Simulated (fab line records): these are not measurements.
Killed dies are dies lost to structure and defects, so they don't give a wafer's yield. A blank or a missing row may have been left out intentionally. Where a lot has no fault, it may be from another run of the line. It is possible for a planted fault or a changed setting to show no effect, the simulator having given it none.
Which tool is to blame?    flow nand-harc    20 wafers from 7 lots sampled at 2 of the route's 1302 steps

## WHAT THE GAUGES READ, wafer by wafer
NHARC_P_BONDPAD_CD_MEAS_09: the cd target is 500 nm.
lot   measured      on         cd-nm (nm)
L928  day 7 00:17   cd-sem-03  503.1 500.7 502.4
L933  day 9 08:56   cd-sem-03  498.3 498.8
L937  day 10 19:04  cd-sem-01  499.6 497.8 499.6
L944  day 13 21:40  cd-sem-02  496.8 497.3 498.8
L946  day 14 11:11  cd-sem-02  496.2 497.1 497.9
L948  day 15 15:15  cd-sem-03  500.8 501.7 499.1
L950  day 15 20:53  cd-sem-02  497.4 498.3 499.2

## WHICH TOOL RAN EACH LOT (tool, then ch and the chambers of the sampled wafers, then the start)
lot   NHARC_P_BONDPAD_CMP_32
L928  cmp-02 ch 0,1,3, day 6 23:31
L933  cmp-03 ch 0,1, day 9 08:11
L937  cmp-01 ch 1,2,3, day 10 18:14
L944  cmp-02 ch 0,1,2, day 13 20:50
L946  cmp-01 ch 0,1,3, day 14 10:26
L948  cmp-03 ch 0,1,2, day 15 14:28
L950  cmp-02 ch 0,1, day 15 20:05
- NHARC_P_BONDPAD_CMP_32: polishes SiCN, target thk 200 nm.

## THE ANSWER, worked out from the rows above alone
Rule: the usual values come from the lots themselves. The widest of any qualifying gaps counts: lots, ordered by their means at a reading, are off when they make up no more than a third of the lots, leave a main group of 4 or more, and stand apart from it by 3 or more times the standard deviation of that group's means. If all means in a main group match to the digits the tables above print for the reading, that group is not used. A lot without any number at a reading at which 4 lots or more have one is off too. All remaining lots with rows at the step are treated as sound.
None of the lots is off at any reading shown; this tells nothing.

## WHAT THE SIMULATOR HAD PUT IN
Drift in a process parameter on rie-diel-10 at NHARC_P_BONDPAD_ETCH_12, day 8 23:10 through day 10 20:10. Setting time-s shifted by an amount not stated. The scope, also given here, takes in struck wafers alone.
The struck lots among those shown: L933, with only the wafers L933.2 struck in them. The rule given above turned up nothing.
